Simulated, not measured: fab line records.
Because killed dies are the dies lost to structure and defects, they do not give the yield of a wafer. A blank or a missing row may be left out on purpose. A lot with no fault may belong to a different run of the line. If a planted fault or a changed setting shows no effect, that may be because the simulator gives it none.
Matching of chambers :: flow n5-finfet :: N5_GATE_CUT_ALD_22 on ald-sin-01 has 4 sister chambers
The step deposits SiNx, target thk 16 nm, pulse time 1 s, ald cycles 320. 8 wafers are shown with their chamber, then 8 later ones without.

## WAFERS WITH THEIR CHAMBER
wafer: L087.5
chamber: 0
heater-power-w (W): 1154
precursor-pulse-height-rel: 1.001

wafer: L089.2
chamber: 3
heater-power-w (W): 876
precursor-pulse-height-rel: 1.018

wafer: L089.3
chamber: 1
heater-power-w (W): 918
precursor-pulse-height-rel: 1.011

wafer: L089.6
chamber: 3
heater-power-w (W): 857
precursor-pulse-height-rel: 1.003

wafer: L090.3
chamber: 2
heater-power-w (W): 815
precursor-pulse-height-rel: 1.044

wafer: L090.4
chamber: 1
heater-power-w (W): 911
precursor-pulse-height-rel: 1.020

wafer: L090.5
chamber: 2
heater-power-w (W): 788
precursor-pulse-height-rel: 1.014

wafer: L092.1
chamber: 0
heater-power-w (W): 1130
precursor-pulse-height-rel: 1.022

## WAFERS MISSING THEIR CHAMBER
wafer: L092.2
heater-power-w (W): 903
precursor-pulse-height-rel: 1.006

wafer: L092.6
heater-power-w (W): 883
precursor-pulse-height-rel: 0.986

wafer: L093.1
heater-power-w (W): 1123
precursor-pulse-height-rel: 1.001

wafer: L093.4
heater-power-w (W): 787
precursor-pulse-height-rel: 1.014

wafer: L093.6
heater-power-w (W): 816
precursor-pulse-height-rel: 0.983

wafer: L095.2
heater-power-w (W): 823
precursor-pulse-height-rel: 0.995

wafer: L095.5
heater-power-w (W): 880
precursor-pulse-height-rel: 1.002

wafer: L095.6
heater-power-w (W): 1111
precursor-pulse-height-rel: 0.995

## CHAMBER TAKEN BY EACH
wafer: L092.2
from the rows above: can't be placed: 1 or 3
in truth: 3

wafer: L092.6
from the rows above: can't be placed: 3 or 1
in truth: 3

wafer: L093.1
from the rows above: 0
in truth: 0

wafer: L093.4
from the rows above: 2
in truth: 2

wafer: L093.6
from the rows above: can't be placed: 2 or 3
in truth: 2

wafer: L095.2
from the rows above: can't be placed: 2 or 3
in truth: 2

wafer: L095.5
from the rows above: can't be placed: 3 or 1
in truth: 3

wafer: L095.6
from the rows above: 0
in truth: 0
Correct placement for 3 of the 8. Can't be placed from these rows: 5 (the true chamber is among the candidates in 5). 0 placed wrongly.
How it was worked out, from the rows above alone: a wafer's distance from a chamber is the root of the sum, over the readings, of the square of ((its reading less the chamber's mean) divided by the reading's scatter). The wafer belongs to the nearest chamber; if the next one is less than 2 further off, it can't be placed. The mean given for a chamber averages the wafers shown for that chamber. The scatter: take each reading less its chamber's mean, square it, sum over the shown wafers, divide by the number of wafers less the number of chambers, and take the root.
